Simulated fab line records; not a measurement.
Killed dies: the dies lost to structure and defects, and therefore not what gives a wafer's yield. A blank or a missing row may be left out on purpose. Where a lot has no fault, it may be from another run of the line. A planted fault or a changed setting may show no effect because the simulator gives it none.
Lot-split experiment | flow n5Finfet | on a route of 1938 steps: 7 lots, 39 wafers read

== THE SPLIT ==
At N5_ZERO_LAYER_ETCH_18 (etches Si in HBr/Cl2, target depth 120 nm, time 40 s), the setting targetDepthA was moved away from the recipe's 1200 angstrom on 9 of the 39 wafers read, by -51.0% to +57.9%. All remaining wafers had this setting at the recipe value.

The reading comes from the split's own step.

== THE READING ==
coat_of_ZERO_LAYER_COAT_05.thkNm (the simulator's own value, which no gauge read), in nm, at N5_ZERO_LAYER_ETCH_18 (etches Si in HBr/Cl2, target depth 120 nm, time 40 s). No usual value for it is given in the file. Here, 30 wafers ran the recipe; their average is 930.9 nm with a standard deviation of 2.3 nm.

wafer  | tool, chamber at the split | targetDepthA as run, angstrom | against the recipe | coat_of_ZERO_LAYER_COAT_05.thkNm, nm | against lot-mates on the recipe
L074.1 | rieSi-01, 0                | 1895                          | +57.9%             | 905.4                                | -23.1
L074.2 | rieSi-01, 1                | 1895                          | +57.9%             | 906                                  | -22.5
L074.3 | rieSi-01, 2                | 1200                          | recipe             | 926.2                                | -
L074.4 | rieSi-01, 3                | 1200                          | recipe             | 930.5                                | -
L074.5 | rieSi-01, 0                | 1200                          | recipe             | 928.8                                | -
L074.6 | rieSi-01, 3                | 1895                          | +57.9%             | 908.3                                | -20.2
L075.1 | rieSi-01, 1                | 1200                          | recipe             | 930.9                                | -
L075.2 | rieSi-01, 3                | 1200                          | recipe             | 933.7                                | -
L075.3 | rieSi-01, 0                | 1200                          | recipe             | 929.5                                | -
L075.4 | rieSi-01, 2                | 1200                          | recipe             | 929.9                                | -
L075.5 | rieSi-01, 1                | 1200                          | recipe             | 926.6                                | -
L075.6 | rieSi-01, 2                | 1200                          | recipe             | 933.3                                | -
L080.1 | rieSi-05, 2                | 1200                          | recipe             | 933.6                                | -
L080.2 | rieSi-05, 1                | 1200                          | recipe             | 932                                  | -
L080.3 | rieSi-05, 3                | 1200                          | recipe             | 933.6                                | -
L080.4 | rieSi-05, 0                | 1200                          | recipe             | 931.1                                | -
L080.5 | rieSi-05, 1                | 1200                          | recipe             | 932.9                                | -
L080.6 | rieSi-05, 0                | 1200                          | recipe             | 932.5                                | -
L081.2 | rieSi-01, 2                | 1200                          | recipe             | 932.4                                | -
L081.5 | rieSi-01, 0                | 1200                          | recipe             | 929                                  | -
L081.6 | rieSi-01, 1                | 1200                          | recipe             | 930.9                                | -
L083.1 | rieSi-04, 0                | 1200                          | recipe             | 932.9                                | -
L083.2 | rieSi-04, 1                | 1200                          | recipe             | 932.3                                | -
L083.3 | rieSi-04, 2                | 1200                          | recipe             | 929.9                                | -
L083.4 | rieSi-04, 3                | 1200                          | recipe             | 930.2                                | -
L083.5 | rieSi-04, 0                | 1200                          | recipe             | 931.1                                | -
L083.6 | rieSi-04, 3                | 1200                          | recipe             | 929.8                                | -
L086.1 | rieSi-01, 2                | 660.6                         | -45.0%             | 947.7                                | +20.1
L086.2 | rieSi-01, 1                | 1200                          | recipe             | 927.6                                | -
L086.3 | rieSi-01, 3                | 1200                          | recipe             | 927.4                                | -
L086.4 | rieSi-01, 0                | 1200                          | recipe             | 927.8                                | -
L086.5 | rieSi-01, 3                | 660.6                         | -45.0%             | 947.9                                | +20.3
L086.6 | rieSi-01, 0                | 660.6                         | -45.0%             | 942.9                                | +15.3
L091.1 | rieSi-04, 0                | 1200                          | recipe             | 931.7                                | -
L091.2 | rieSi-04, 1                | 588                           | -51.0%             | 955.8                                | +22.3
L091.3 | rieSi-04, 3                | 588                           | -51.0%             | 949.8                                | +16.3
L091.4 | rieSi-04, 2                | 588                           | -51.0%             | 952.3                                | +18.8
L091.5 | rieSi-04, 1                | 1200                          | recipe             | 934.4                                | -
L091.6 | rieSi-04, 0                | 1200                          | recipe             | 934.3                                | -

FIT RESULTS
A straight line over all 39 wafers: coat_of_ZERO_LAYER_COAT_05.thkNm changes by -0.403 nm for each +1% of targetDepthA; r = -0.97; the points scatter about the line by 2.5 nm.
The same after taking each lot's own level away (the mean of its wafers on the recipe; 39 wafers): -0.386 nm for each +1%; r = -0.98; scatter 1.7 nm.
On that fit, the largest move of targetDepthA shifts the reading by 22 nm.
The lots' own levels span 927.60 to 933.47 nm, that is 2.6 times the standard deviation above.
So the lot-to-lot level changes the slope little: the two slopes agree.
Check: for one of the wafers moved furthest among these (+57.9%), held out of the fit, the line's prediction against its lot-mates is -22.1 nm. Against them it came out at -23.1 nm.

== THE WHOLE CHAIN: every reading that the file lists as answering this split, in the file's order ==
step                   | what it does                                         | reading                                                                           | change (the file's fit)               | r (the file's)
N5_ZERO_LAYER_ETCH_18  | etches Si in HBr/Cl2, target depth 120 nm, time 40 s | etch.depthNm (the simulator's own value, which no gauge read)                     | +1.22 nm for each +1% of the setting  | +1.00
N5_ZERO_LAYER_ETCH_18  | etches Si in HBr/Cl2, target depth 120 nm, time 40 s | ZERO_LAYER.featureDepthNm (the simulator's own value, which no gauge read)        | +1.22 nm for each +1% of the setting  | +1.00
N5_ZERO_LAYER_ETCH_18  | etches Si in HBr/Cl2, target depth 120 nm, time 40 s | coat_of_ZERO_LAYER_COAT_05.thkNm (the simulator's own value, which no gauge read) | -0.387 nm for each +1% of the setting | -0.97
N5_ZERO_LAYER_STRIP_24 | strips in O2                                         | stripTimeToEndpointS                                                              | withheld for each +1% of the setting  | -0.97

== FILE'S OWN FIT ==
coat_of_ZERO_LAYER_COAT_05.thkNm changes by -0.387 nm for each +1% of targetDepthA, r = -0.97.
